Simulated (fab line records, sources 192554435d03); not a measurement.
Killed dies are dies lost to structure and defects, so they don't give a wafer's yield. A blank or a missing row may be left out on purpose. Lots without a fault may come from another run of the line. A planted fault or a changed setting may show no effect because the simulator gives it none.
Problem report in the 8D (eight disciplines) form, filled by code | flow n5_finfet | the parts of the form that need people (team, actions taken, sign-off) are left out

1. THE PROBLEM
spin_speed_rpm at N5_HKMG_FIN_COAT_43 reads a mean of 1581.7 rpm on 6 wafers of 2 lots; wafers without a fault read 1499.8 rpm with a standard deviation of 0.82. That is +99 or more standard deviations from the usual mean.
The step: resist thk 90 nm.
First seen on wafer L420.1, day 8 08:28, on litho_track-04. The record holds 18 wafers of 6 lots with a number at this step. Rule for "out", or "out of limits": more than 4 standard deviations from the usual mean. The other wafers with a number count as sound.

2. WHAT IT IS AND WHAT IT IS NOT
question                    | is                     | is not
which readings at this step | spin_speed_rpm         | -
which lots                  | L420, L422             | L403, L404, L408, L423
which wafers of those lots  | all that have a number | -
read on which tools         | litho_track-04         | litho_track-02, litho_track-03
when                        | from day 8 08:28       | up to then (9 sound wafers); but 3 sound wafers of L423 came after

3. SUSPECTS, AND WHAT RULES EACH OUT
Counting: a tool at a process step up to the reading stays a suspect if it ran every lot that is out and no sound lot after the first of them.
- rtp_anneal-02 at N5_HKMG_FIN_HK_ANNEAL_02 (time 30 s): ruled out as a lasting fault. Sound lots L423 ran on it after its first lot that is out, L420 (day 8 08:04).
- ald_hk-02 at N5_HKMG_FIN_ALD_75 (deposits Al2O3, target thk 1 nm, co reactant pulse time 1 s): kept. It ran every lot that is out, first L420 (day 8 08:22), and no sound lot after that.
- litho_track-04 at N5_HKMG_FIN_COAT_43 (resist thk 90 nm): kept. It ran every lot that is out, first L420 (day 8 08:28), and no sound lot after that; its last sound lot up to then is L403 (day 4 05:49). Its own readings are out on those wafers: spin_speed_rpm.
Left after counting: ald_hk-02 at N5_HKMG_FIN_ALD_75, litho_track-04 at N5_HKMG_FIN_COAT_43.

4. THE CAUSE (what the simulator had put in)
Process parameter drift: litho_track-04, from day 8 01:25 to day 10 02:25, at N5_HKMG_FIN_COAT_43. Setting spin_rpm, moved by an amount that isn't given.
Counting left 2 suspects, and this tool is among them.

5. THE CHAIN OF EFFECTS, in route order
Each row: a reading whose mean over the struck wafers that have a number lies more than 3 standard deviations from the usual. Only readings for which the record gives a usual standard deviation are gone through. hours: the time from each lot's start at the first step in this table that gives one to its start at this step, as a median over the lots. sigmas: the change in usual standard deviations.
hours | step                | reading        | usual      | on struck wafers | change | sigmas
0     | N5_HKMG_FIN_COAT_43 | spin_speed_rpm | 1499.8 rpm | 1581.7           | +81.9  | +99 or more
The process steps in it:
- N5_HKMG_FIN_COAT_43: resist thk 90 nm.
Later measuring or inspecting steps at which every struck wafer that the step has a row for has a number for every such reading, and none has moved that far: N5_HKMG_FIN_CD_MEAS_49, N5_HKMG_FIN_OVL_MEAS_50, N5_HKMG_FIN_INSPECT_61, N5_BEOL_M4_RC_MEAS_101.

6. WHAT WOULD HAVE CAUGHT IT SOONER
In this record the first reading out of limits was taken at day 8 08:28, 7 hours after the fault began at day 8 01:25.
